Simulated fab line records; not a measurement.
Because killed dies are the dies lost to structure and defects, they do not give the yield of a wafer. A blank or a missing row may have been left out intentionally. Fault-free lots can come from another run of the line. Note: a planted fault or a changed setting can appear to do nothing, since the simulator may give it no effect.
Shared-tool check	flow nandHarc	Sampled: 7 lots, 21 wafers

== THE REASON FOR OPENING IT ==
Flagged at NHARC_END_SORT_01: reading killedAtArray, on 2 of 7 lots. Fault-free wafers read 55, with a standard deviation of 12.
Rule: a lot is flagged in two cases, either no wafer of it has a number, or all its wafers with numbers fall more than 4 standard deviations from that mean. All remaining lots are regarded as sound.

lot	measured	on	killedAtArray, wafer by wafer	flag
L902	day 25 16:46	prober-01	671 672 672	FLAGGED
L905	day 27 07:25	prober-01	671 675 671	FLAGGED
L914	day 30 09:40	prober-02	68 54 46	
L912	day 30 09:41	prober-01	37 49 43	
L911	day 30 20:06	prober-02	59 52 52	
L913	day 31 04:52	prober-01	66 66 64	
L916	day 31 09:13	prober-02	47 55 47	
Average over the flagged lots: 672; offset from the usual +617, equal to +51 standard deviations.

== LOT BY LOT: THE TOOL USED ==
Before the reading, the record contains 4 process steps out of a 1302-step route. In each cell: the tool, then ch and the chambers that the sampled wafers went through, then the start.
lot	flag	NHARC_A_STAIRCASE_DESCUM_186	NHARC_A_STAIRCASE_TRIM_193	NHARC_A_STAIRCASE_TRIM_196	NHARC_A_STAIRCASE_TRIM_200
L902	FLAGGED	rieDiel-02 ch 1,2, day 17 19:17	rieDiel-02 ch 0,1,3, day 17 20:24 or earlier	rieDiel-02 ch 1,2, day 17 20:24	rieDiel-02 ch 0,1,2, day 25 16:46 or earlier
L905	FLAGGED	rieDiel-11 ch 1,3, day 18 18:46	rieDiel-11 ch 1,2,3, day 18 20:19 or earlier	rieDiel-11 ch 0,1,3, day 18 20:19	rieDiel-11 ch 2,3, day 27 07:25 or earlier
L914		rieDiel-10 ch 1,2,3, day 22 10:29	rieDiel-10 ch 0,1,2, day 22 11:54 or earlier	rieDiel-10 ch 1,2,3, day 22 11:54	rieDiel-10 ch 0,1,2, day 30 09:40 or earlier
L912		rieDiel-10 ch 0,1,3, day 21 21:04	rieDiel-10 ch 1,2, day 21 22:11 or earlier	rieDiel-11 ch 0,1,3, day 21 22:11	rieDiel-11 ch 0,2, day 30 09:41 or earlier
L911		rieDiel-10 ch 0,2,3, day 22 03:29	rieDiel-10 ch 1,2, day 22 04:39 or earlier	rieDiel-02 ch 0,3, day 22 04:39	rieDiel-02 ch 0,1, day 30 20:06 or earlier
L913		rieDiel-11 ch 1,2,3, day 22 09:58	rieDiel-11 ch 1,2,3, day 22 11:17 or earlier	rieDiel-02 ch 0,2, day 22 11:17	rieDiel-02 ch 2,3, day 31 04:52 or earlier
L916		rieDiel-11 ch 0,1,3, day 23 06:24	rieDiel-11 ch 1,3, day 23 09:22 or earlier	rieDiel-02 ch 1,3, day 23 09:22	rieDiel-02 ch 0,1,3, day 31 09:13 or earlier
What the steps here do:
- NHARC_A_STAIRCASE_DESCUM_186: chemistry O2, time 3 s.
- NHARC_A_STAIRCASE_TRIM_193: chemistry O2, time 211.2 s.
- NHARC_A_STAIRCASE_TRIM_196: chemistry O2, time 211.2 s.
- NHARC_A_STAIRCASE_TRIM_200: chemistry O2, time 211.2 s.
- NHARC_END_SORT_01

== FLAGGED OVER TOTAL, TOOL BY TOOL (the gauges that took the reading come last) ==
step	tool	lots run	flagged	share of the flagged lots	sound lots run after its first flagged lot
NHARC_A_STAIRCASE_DESCUM_186	rieDiel-02	1	1	some	0
NHARC_A_STAIRCASE_DESCUM_186	rieDiel-10	3	0	none	-
NHARC_A_STAIRCASE_DESCUM_186	rieDiel-11	3	1	some	2 (L913,L916)
NHARC_A_STAIRCASE_TRIM_193	rieDiel-02	1	1	some	0
NHARC_A_STAIRCASE_TRIM_193	rieDiel-10	3	0	none	-
NHARC_A_STAIRCASE_TRIM_193	rieDiel-11	3	1	some	2 (L913,L916)
NHARC_A_STAIRCASE_TRIM_196	rieDiel-02	4	1	some	3 (L911,L913,L916)
NHARC_A_STAIRCASE_TRIM_196	rieDiel-10	1	0	none	-
NHARC_A_STAIRCASE_TRIM_196	rieDiel-11	2	1	some	1 (L912)
NHARC_A_STAIRCASE_TRIM_200	rieDiel-02	4	1	some	3 (L911,L913,L916)
NHARC_A_STAIRCASE_TRIM_200	rieDiel-10	1	0	none	-
NHARC_A_STAIRCASE_TRIM_200	rieDiel-11	2	1	some	1 (L912)
NHARC_END_SORT_01	prober-01	4	2	all	2 (L912,L913)
NHARC_END_SORT_01	prober-02	3	0	none	-
NHARC_A_STAIRCASE_TRIM_193 gives no start for some lots, so the hours and the order of its lots are those of NHARC_A_STAIRCASE_TRIM_196. NHARC_A_STAIRCASE_TRIM_200 gives no start for some lots, so the hours and the order of its lots are those of NHARC_END_SORT_01.

== WHAT IS ALLOWED BY THE TABLE ==
Rows of the table that ran each flagged lot: 1, that is prober-01 at NHARC_END_SORT_01.
- prober-01 at NHARC_END_SORT_01: 2 of its 4 lots flagged. Sound lots ran on it after the first flagged one (L912, L913), which a lasting fault on the whole tool wouldn't allow.
Not one row of the table ran every flagged lot while running no sound lot after the first.

== WHAT THE SIMULATOR HAD PUT IN ==
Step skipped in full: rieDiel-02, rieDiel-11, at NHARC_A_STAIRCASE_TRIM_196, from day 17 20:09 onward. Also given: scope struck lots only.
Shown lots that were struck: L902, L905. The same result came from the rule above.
